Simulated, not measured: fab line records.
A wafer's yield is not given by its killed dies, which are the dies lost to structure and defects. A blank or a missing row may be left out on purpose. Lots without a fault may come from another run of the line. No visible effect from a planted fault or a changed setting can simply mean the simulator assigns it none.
The same fault as seen by 2 desks -- flow n5_finfet -- what lay behind the numbers comes last; until then each desk has only its own

TOOL OWNER'S DESK, rie_diel-03
The tool's own readings at N5_BEOL_M3_TRENCH_ETCH_37 (etches SiOC in C4F6/O2, target depth 55.555 nm, time 29.2 s): means of the sampled wafers that have a number, for each lot that ran on this tool. A lot is out of limits, marked OUT, if its mean lies more than 4 standard deviations from the usual mean; the brackets give that distance.
Columns: A = drypump_motor_current_A at N5_BEOL_M3_TRENCH_ETCH_37, usual 5.6 A; B = oes_product_au at N5_BEOL_M3_TRENCH_ETCH_37, usual 0.75 a.u.; C = rf_vpp_V at N5_BEOL_M3_TRENCH_ETCH_37, usual 663 V; D = run_length_s at N5_BEOL_M3_TRENCH_ETCH_37, usual 52.5 s; E = showerhead_plenum_p_Torr at N5_BEOL_M3_TRENCH_ETCH_37, usual 2.84 Torr; F = throttle_valve_pct at N5_BEOL_M3_TRENCH_ETCH_37, usual 20.99 %
lot,first seen here,A,B,C,D,E,F
L156,day 8 17:08,5.7,0.74,658,52.4,2.82,21.14
L159,day 9 03:04,5.5,0.74,659,52.3,2.86,21.16
L163,day 10 04:16,5.6,0.73,653,53.6,2.78,21.19
Result from this desk: across the 3 lots, nothing is out of limits.

THE METROLOGY DESK
Means of the sampled wafers that have a number, per lot and without regard to the tool the lot ran on: this is what the gauges read. A lot is out of limits, marked OUT, if its mean lies more than 4 standard deviations from the usual mean; the brackets give that distance. Only the readings that lie furthest out on some lot appear, 7 of the 12 it has.
Columns: A = trench_depth_nm at N5_BEOL_M3_OCD_MEAS_38, usual 55.3 nm; B = IOFF_P at N5_BEOL_M4_RC_MEAS_101, usual 0.20 nA/um; C = ION_N at N5_BEOL_M4_RC_MEAS_101, usual 671 uA/um; D = ION_P at N5_BEOL_M4_RC_MEAS_101, usual 460 uA/um; E = SS_N at N5_BEOL_M4_RC_MEAS_101, usual 71.4 mV/dec; F = VT_N at N5_BEOL_M4_RC_MEAS_101, usual 251 mV; G = VT_P at N5_BEOL_M4_RC_MEAS_101, usual -251 mV
lot,first seen here,A,B,C,D,E,F,G
L151,day 7 03:34,55.0,0.15,658,450,70.4,253,-257
L152,day 7 04:39,55.5,0.20,669,459,71.0,253,-250
L157,day 8 13:01,56.0,0.18,664,452,71.6,251,-255
L156,day 8 15:28,55.0,0.17,670,458,71.0,252,-252
L159,day 9 02:04,55.2,0.23,687,475,71.1,249,-247
L163,day 10 03:28,57.8,0.18,669,455,71.0,249,-255
L170,day 11 22:31,56.2,0.19,658,456,71.4,253,-250
L172,day 12 01:12,55.8,0.22,678,464,71.8,246,-249
L174,day 12 17:00,54.4,0.18,675,459,71.5,251,-251
Result from this desk: across the 9 lots, nothing is out of limits.

BROUGHT TOGETHER
Nothing out of limits was seen by the tool owner's desk.
At the metrology desk, nothing out of limits was observed.

WHAT THE SIMULATOR HAD PUT IN
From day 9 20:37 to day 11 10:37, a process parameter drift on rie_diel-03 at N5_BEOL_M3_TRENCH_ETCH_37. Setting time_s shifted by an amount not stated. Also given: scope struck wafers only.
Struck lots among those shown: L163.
